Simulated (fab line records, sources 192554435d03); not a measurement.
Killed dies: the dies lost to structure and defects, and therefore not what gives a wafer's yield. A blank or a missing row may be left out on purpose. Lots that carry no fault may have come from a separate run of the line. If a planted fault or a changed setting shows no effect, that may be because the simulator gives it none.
Struck lot and sound lot, side by side + flow n5Finfet + 15 steps out of a route of 1938
Sound: the wafers L729.1, L729.4, L729.6. Wafers L746.1, L746.3, L746.4 were the ones struck. The cause comes at the end.
Per side, at each step with rows, come the tool, then ch with its chambers, and then its first start. Under that, the readings that differ: sound wafers + struck wafers + difference of the means + sigmas: that difference in standard deviations of wafers without a fault.
alike: words and numbers the same on both sides, and readings whose means are apart by under 2 such deviations; not compared: readings that were withheld, readings missing a value for some wafer, numbers with overlapping values and no deviation given by the record, and bounds like >300 which may hide the same value.
Wherever a step has rows on one side only, a row that says differs or no value, or a row with sigmas, the two part there. Numbers that don't overlap but have no deviation are shown without sigmas and don't part them. A reading missing from all wafers of one side parts the sides only when that side holds two or more wafers.

first, 1 step without rows for these wafers: N5_HKMG_FIN_WET_ETCH_18 (etches TiN in SC1, time 55 s, target depth 5.2 nm, rinse time 30 s).
N5_HKMG_FIN_STRIP_19: strips in N2/H2, time 360 s.
  sound on plasmaAsher-02 ch 0, day 5 05:25; struck on plasmaAsher-01 ch 0,1, day 9 11:50
  alike: drypumpMotorCurrentA, h2FlowSccm, heaterPowerW, n2FlowSccm
  not compared: rfHoursCounterH
N5_HKMG_FIN_ALD_91: deposits TiN, target thk 1 nm, pulse time 1 s, purge time 3 s.
  sound on aldMetal-03 ch 0,1,2, day 5 05:48; struck on aldMetal-02 ch 1,3, day 9 12:14
  alike: heaterPowerW, precursorPulseHeightRel
then, 1 step without rows for these wafers: N5_HKMG_FIN_COAT_85 (time 60 s, resist thk 300 nm).
N5_HKMG_FIN_ETCH_86: etches SOC in N2/H2, stops on TiN, target depth 393.2 nm.
  sound on rieDiel-05 ch 2,3, day 5 06:08; struck on rieDiel-05 ch 1,2,3, day 9 12:35
  alike: drypumpMotorCurrentA, n2FlowSccm, oesProductAu, rfVppV, showerheadPlenumPTorr, throttleValvePct
  not compared: rfHoursCounterH
N5_HKMG_FIN_STRIP_89: strips SOC in N2/H2, time 20 s.
  sound on rieDiel-05 ch 2,3, day 5 06:12; struck on rieDiel-05 ch 1,2,3, day 9 12:39
  alike: biasPowerW, chamberPressureMTorr, drypumpMotorCurrentA, n2FlowSccm, oesProductAu, rfVppV, showerheadPlenumPTorr, throttleValvePct
  not compared: rfHoursCounterH
then, 2 steps without rows for these wafers: N5_HKMG_FIN_WET_ETCH_87 (etches TiN in SC1, time 154.2 s, target depth 4.7 nm, rinse time 30 s); N5_HKMG_FIN_STRIP_88 (strips in N2/H2, time 360 s).
N5_HKMG_FIN_NWFM_ALD_20: deposits TiAlC, target thk 2 nm, pulse time 3 s, purge time 2 s.
  sound on aldMetal-03 ch 0,2, day 5 06:47; struck on aldMetal-03 ch 1,2,3, day 9 13:13
  alike: heaterPowerW, precursorPulseHeightRel
then, 3 steps without rows for these wafers: N5_HKMG_FIN_ALD_71 (deposits TiN, target thk 1 nm, pulse time 1 s, purge time 3 s); N5_HKMG_FIN_COAT_66 (time 60 s, resist thk 300 nm); N5_HKMG_FIN_ETCH_67 (etches SOC in N2/H2, stops on TiN, target depth 388.9 nm).
N5_HKMG_FIN_STRIP_90: strips SOC in N2/H2, time 20 s.
  sound on rieDiel-05 ch 1,2,3, day 5 07:17; struck on rieDiel-05 ch 0,1,3, day 9 13:43
  no value came back on the struck wafers for any of 8 readings (biasPowerW (W), chamberPressureMTorr (mTorr) and others); on the sound wafers biasPowerW (W) reads 7.995 8.000 8.018
  not compared: rfHoursCounterH
then, 1 step without rows for these wafers: N5_HKMG_FIN_WET_ETCH_73 (etches the open film in SC1, time 42.3 s, target depth 1.3 nm, rinse time 30 s).
-- here the record skips 5 days between the struck wafers' starts before and after, leaving off in module HKMG_FIN and picking up in module BEOL_M4 (first step shown: number 1111 of the route) --
N5_BEOL_M4_RC_MEAS_101:
  sound on prober-01 ch 0, day 10 05:46; struck on prober-01 ch 0, day 14 05:29
| reading        | sound             | struck            | difference | sigmas |
|----------------|-------------------|-------------------|------------|--------|
| DIBL_N (mV/V)  | 35.4 33.7 35.0    | 39.6 38.3 37.3    | +3.7       | +3     |
| IOFF_N (nA/um) | 0.149 0.114 0.133 | 0.214 0.193 0.175 | +0.062     | +3     |
| SS_N (mV/dec)  | 71.1 70.5 70.6    | 72.1 71.8 71.2    | +1.0       | +2     |
  alike: DIBL_P, IOFF_P, ION_N, ION_P, SS_P, VT_N, VT_P

== WHERE THEY PART ==
Earliest at N5_HKMG_FIN_STRIP_90; latest, in this record, at N5_BEOL_M4_RC_MEAS_101.

WHY: what the simulator had put in
Step skipped in full: rieDiel-05, at N5_HKMG_FIN_STRIP_90, from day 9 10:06 onward. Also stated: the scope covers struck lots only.
